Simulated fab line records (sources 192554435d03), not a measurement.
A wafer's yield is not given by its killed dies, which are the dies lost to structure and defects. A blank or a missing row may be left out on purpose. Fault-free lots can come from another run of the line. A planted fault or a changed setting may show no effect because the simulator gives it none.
A lot that was struck, set against a sound lot :: flow n5-finfet :: 35 steps out of a route of 1938
Sound: wafers L601.1, L601.2, L601.3. The struck wafers were L610.4, L610.5, L610.6. The cause is named last.
Each step with rows lists, per side, the tool, then ch with its chambers, then its first start. Under that, the readings that differ: sound wafers :: struck wafers :: difference of the means :: sigmas: that difference in standard deviations of wafers without a fault.
alike: a reading whose means differ by less than 2 such deviations, as well as words and numbers matching on both sides. not compared: withheld readings; readings where some wafer has no value; bounds like >300 that might hide an equal value; numbers whose values overlap and for which the record gives no deviation.
Wherever a step has rows on one side only, a row that says differs or no value, or a row with sigmas, the two part there. Non-overlapping numbers with no deviation appear without sigmas and do not part them. Lack of a reading on every wafer of one side parts them only where that side has two or more wafers.

first, 7 steps without rows for these wafers: N5_BEOL_M4_CMP_52 (polishes, stops on SiOC, t overpolish 6.8 s, target thk 40 nm); N5_BEOL_M4_PRE_CLEAN_60 (time 15 s); N5_BEOL_M4_CO_CAP_55 (material Co, precursor CCTBA/H2, target thk 2 nm, time 102.1 s); N5_BEOL_M4_PRE_CLEAN_56 (time 15 s); N5_BEOL_M4_DEP_57 (deposits SiCN from 3MS/NH3, target thk 8 nm, time 14 s); N5_BEOL_M5_ILD_DEP_00 (deposits SiCOH lowk from DEMS/porogen, target thk 140.64 nm, time 25.9 s); N5_BEOL_M5_CURE_79 (cures SiCOH lowk, time 240 s).
N5_BEOL_M5_PECVD_70: deposits SiO2 from TEOS/O2, target thk 16 nm, time 18 s.
  sound on pecvd-04 ch 0,1,2, day 9 18:55; struck on pecvd-04 ch 0,1,2, day 12 14:30
reading: susceptor-temp-C (C)
sound: 400.04 400.19 400.01
struck: 403.50 403.84 403.36
difference: +3.49
sigmas: +16
  alike: heater-power-w, rf-fwd-power-W, showerhead-plenum-p-Torr, throttle-valve-pct
  not compared: model.SiO2_of_BEOL_M5_PECVD_70.thk-nm
then, 25 steps without rows for these wafers: N5_BEOL_M5_HM_DEP_02 (deposits TiN, target thk 20 nm); N5_BEOL_M5_COAT_59 (time 60 s, resist thk 60 nm); N5_BEOL_M5_COAT_60 (time 60 s, resist thk 12 nm); N5_BEOL_M5_COAT_71 (time 60 s, resist thk 5 nm); N5_BEOL_M5_COAT_05 (resist thk 30 nm); N5_BEOL_M5_EBR_07; N5_BEOL_M5_SOFTBAKE_06 (time 60 s); N5_BEOL_M5_EXPOSE_08 (exposes mask M5, target cd 28 nm); N5_BEOL_M5_PEB_09 (peb time 60 s); N5_BEOL_M5_DEVELOP_10 (develop time 30 s); N5_BEOL_M5_DESCUM_16 (chemistry O2, time 7 s); N5_BEOL_M5_ETCH_72 (etches underlayer in N2/H2, target depth 6.5 nm, time 5.2 s); N5_BEOL_M5_ETCH_61 (etches SiARC in CF4, target depth 15.6 nm, time 26 s); N5_BEOL_M5_ETCH_62 (etches SOC in N2/H2, target depth 75 nm, overetch 15 nm, time 112.5 s); N5_BEOL_M5_STRIP_63 (strips in N2/H2); N5_BEOL_M5_STRIP_73 (strips in N2/H2); N5_BEOL_M5_STRIP_64 (strips in CF4); N5_BEOL_M5_HM_OPEN_17 (chemistry Cl2/BCl3, target TiN, target depth 20 nm, overetch 6 nm); N5_BEOL_M5_STRIP_19 (strips in O2); N5_BEOL_M5_COAT_65 (time 60 s, resist thk 60 nm); N5_BEOL_M5_COAT_66 (time 60 s, resist thk 12 nm); N5_BEOL_M5_COAT_74 (time 60 s, resist thk 5 nm); N5_BEOL_M5_COAT_22 (resist thk 30 nm); N5_BEOL_M5_EBR_24; N5_BEOL_M5_SOFTBAKE_23 (time 60 s).
N5_BEOL_M5_HM_STRIP_39: strips TiN in peroxide tin strip, target depth 25 nm, time 158 s.
  sound on wet-bench-05 ch 0,1,2, day 9 22:22; struck on wet-bench-03 ch 3,5,7, day 12 17:20
  not compared: model.SiO2_of_BEOL_M5_PECVD_70.thk-nm
N5_PASSIVATION_PROBE_49:
  sound wafers here have rows in the record (prober-01, day 14 05:32); struck ones have none

## WHERE THEY PART
Last at N5_PASSIVATION_PROBE_49 as far as this record goes, first at N5_BEOL_M5_PECVD_70.

WHY: whatever the simulator had introduced
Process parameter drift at N5_BEOL_M5_PECVD_70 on pecvd-04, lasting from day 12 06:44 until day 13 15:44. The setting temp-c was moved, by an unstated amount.
